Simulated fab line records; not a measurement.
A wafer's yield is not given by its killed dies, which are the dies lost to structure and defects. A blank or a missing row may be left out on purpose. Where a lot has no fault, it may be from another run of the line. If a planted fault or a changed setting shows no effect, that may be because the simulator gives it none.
Chamber matching :: flow n5 finfet :: N5_BEOL_M5_DESCUM_33 on rie diel-06: 4 sister chambers
The step chemistry O2, time 7 s. 18 wafers are shown with their chamber, then 9 later ones without.

== WAFERS WITH THEIR CHAMBER ==
wafer: L078.2
chamber: 1
throttle valve pct (%): 20.07
oes product au (a.u.): 0.74
rf vpp V (V): 241.7

wafer: L078.3
chamber: 3
throttle valve pct (%): 20.65
oes product au (a.u.): 0.73
rf vpp V (V): 244.1

wafer: L078.6
chamber: 3
throttle valve pct (%): 20.66
oes product au (a.u.): 0.72
rf vpp V (V): 243.8

wafer: L081.3
chamber: 3
throttle valve pct (%): 20.66
oes product au (a.u.): 0.72
rf vpp V (V): 245.2

wafer: L081.4
chamber: 0
throttle valve pct (%): 20.63
oes product au (a.u.): 0.92
rf vpp V (V): 243.2

wafer: L081.5
chamber: 3
throttle valve pct (%): 20.67
oes product au (a.u.): 0.72
rf vpp V (V): 244.2

wafer: L082.2
chamber: 1
throttle valve pct (%): 20.07
oes product au (a.u.): 0.73
rf vpp V (V): 242.9

wafer: L082.4
chamber: 3
throttle valve pct (%): 20.66
oes product au (a.u.): 0.72
rf vpp V (V): 243.5

wafer: L082.5
chamber: 2
throttle valve pct (%): 20.91
oes product au (a.u.): 0.71
rf vpp V (V): 242.1

wafer: L084.1
chamber: 3
throttle valve pct (%): 20.68
oes product au (a.u.): 0.71
rf vpp V (V): 244.2

wafer: L084.2
chamber: 1
throttle valve pct (%): 20.08
oes product au (a.u.): 0.73
rf vpp V (V): 241.9

wafer: L084.3
chamber: 0
throttle valve pct (%): 20.65
oes product au (a.u.): 0.91
rf vpp V (V): 242.7

wafer: L088.1
chamber: 2
throttle valve pct (%): 20.93
oes product au (a.u.): 0.71
rf vpp V (V): 243.0

wafer: L088.3
chamber: 1
throttle valve pct (%): 20.09
oes product au (a.u.): 0.72
rf vpp V (V): 244.1

wafer: L088.4
chamber: 3
throttle valve pct (%): 20.68
oes product au (a.u.): 0.70
rf vpp V (V): 244.3

wafer: L090.2
chamber: 0
throttle valve pct (%): 20.66
oes product au (a.u.): 0.89
rf vpp V (V): 241.7

wafer: L090.4
chamber: 2
throttle valve pct (%): 20.92
oes product au (a.u.): 0.71
rf vpp V (V): 242.6

wafer: L090.5
chamber: 0
throttle valve pct (%): 20.66
oes product au (a.u.): 0.88
rf vpp V (V): 241.8

SIGNATURES, as means of the wafers listed above
reading: throttle valve pct
chamber 0: 20.6500
chamber 1: 20.0775
chamber 2: 20.9200
chamber 3: 20.6657
scatter within a chamber: 0.0115

reading: oes product au
chamber 0: 0.9000
chamber 1: 0.7300
chamber 2: 0.7100
chamber 3: 0.7171
scatter within a chamber: 0.0112

reading: rf vpp V
chamber 0: 242.350
chamber 1: 242.650
chamber 2: 242.567
chamber 3: 244.186
scatter within a chamber: 0.721
Rule: for a wafer and a chamber, the distance is found by dividing, reading by reading, the gap between the wafer's reading and the chamber's mean by the reading's scatter, squaring, summing and taking the root. The wafer belongs to the nearest chamber; if the next one is less than 2 further off, it can't be placed. The scatter: the root of (the sum of the squares of (reading less its chamber's mean) over the shown wafers, divided by (wafers less chambers)).

== WAFERS WHOSE CHAMBER IS MISSING ==
wafer: L094.1
throttle valve pct (%): 20.69
oes product au (a.u.): 0.70
rf vpp V (V): 242.9

wafer: L094.2
throttle valve pct (%): 20.68
oes product au (a.u.): 0.89
rf vpp V (V): 243.3

wafer: L094.5
throttle valve pct (%): 20.92
oes product au (a.u.): 0.70
rf vpp V (V): 242.6

wafer: L095.2
throttle valve pct (%): 20.70
oes product au (a.u.): 0.70
rf vpp V (V): 244.1

wafer: L095.3
throttle valve pct (%): 20.09
oes product au (a.u.): 0.71
rf vpp V (V): 242.3

wafer: L095.4
throttle valve pct (%): 20.66
oes product au (a.u.): 0.88
rf vpp V (V): 242.0

wafer: L097.2
throttle valve pct (%): 20.94
oes product au (a.u.): 0.69
rf vpp V (V): 242.4

wafer: L097.3
throttle valve pct (%): 20.11
oes product au (a.u.): 0.70
rf vpp V (V): 243.3

wafer: L097.4
throttle valve pct (%): 20.67
oes product au (a.u.): 0.88
rf vpp V (V): 241.7

== CHAMBER TAKEN BY EACH ==
wafer: L094.1
from the rows above: 3
in truth: 3

wafer: L094.2
from the rows above: 0
in truth: 0

wafer: L094.5
from the rows above: 2
in truth: 2

wafer: L095.2
from the rows above: 3
in truth: 3

wafer: L095.3
from the rows above: 1
in truth: 1

wafer: L095.4
from the rows above: 0
in truth: 0

wafer: L097.2
from the rows above: 2
in truth: 2

wafer: L097.3
from the rows above: 1
in truth: 1

wafer: L097.4
from the rows above: 0
in truth: 0
9 of 9 placed correctly. Not placeable from these rows: 0. Number placed wrongly: 0.
